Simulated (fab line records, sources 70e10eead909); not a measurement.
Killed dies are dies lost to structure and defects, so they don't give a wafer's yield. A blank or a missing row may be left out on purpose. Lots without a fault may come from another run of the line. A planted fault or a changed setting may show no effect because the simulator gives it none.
Chamber matching | flow nand_harc | NHARC_A_CHANNEL_FILL_D1_ETCHBACK_20 on rie_diel-13: 4 sister chambers
The step etches the open film in C4F8/O2/Ar, target depth 27 nm, time 13.5 s. 8 wafers are shown with their chamber, then 7 later ones without.

WAFERS WITH THEIR CHAMBER
wafer  | chamber | rf_vpp_V (V) | oes_product_au (a.u.)
L504.3 | 0       | 980          | 0.91
L505.5 | 2       | 978          | 0.93
L505.6 | 3       | 987          | 0.92
L507.2 | 1       | 988          | 0.93
L507.3 | 0       | 977          | 0.93
L507.4 | 3       | 987          | 0.92
L510.3 | 1       | 989          | 0.93
L510.4 | 2       | 976          | 0.92

WAFERS WITHOUT THEIR CHAMBER
wafer  | rf_vpp_V (V) | oes_product_au (a.u.)
L510.6 | 987          | 0.93
L511.3 | 990          | 0.93
L511.4 | 979          | 0.93
L511.6 | 989          | 0.92
L519.4 | 987          | 1.01
L519.5 | 988          | 1.00
L519.6 | 980          | 1.01

WHICH CHAMBER EACH WENT THROUGH
wafer  | from the rows above               | in truth
L510.6 | can't be placed: 1 or 3           | 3
L511.3 | can't be placed: 1 or 3           | 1
L511.4 | can't be placed: 0 or 2           | 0
L511.6 | can't be placed: 1 or 3           | 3
L519.4 | can't be placed: 1 or 3           | 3
L519.5 | can't be placed: 1 or 3           | 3
L519.6 | can't be placed: 2 or 0 or 1 or 3 | 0
Placed correctly: 0 of 7. Can't be placed from these rows: 7 (the true chamber is among the candidates in 7). Placed wrongly: 0.
How it was worked out, from the rows above alone: a wafer's distance from a chamber is the root of the sum, over the readings, of the square of ((its reading less the chamber's mean) divided by the reading's scatter). The wafer belongs to the nearest chamber; if the next one is less than 2 further off, it can't be placed. A chamber's mean is the mean of its shown wafers. The scatter: the root of (the sum of the squares of (reading less its chamber's mean) over the shown wafers, divided by (wafers less chambers)).
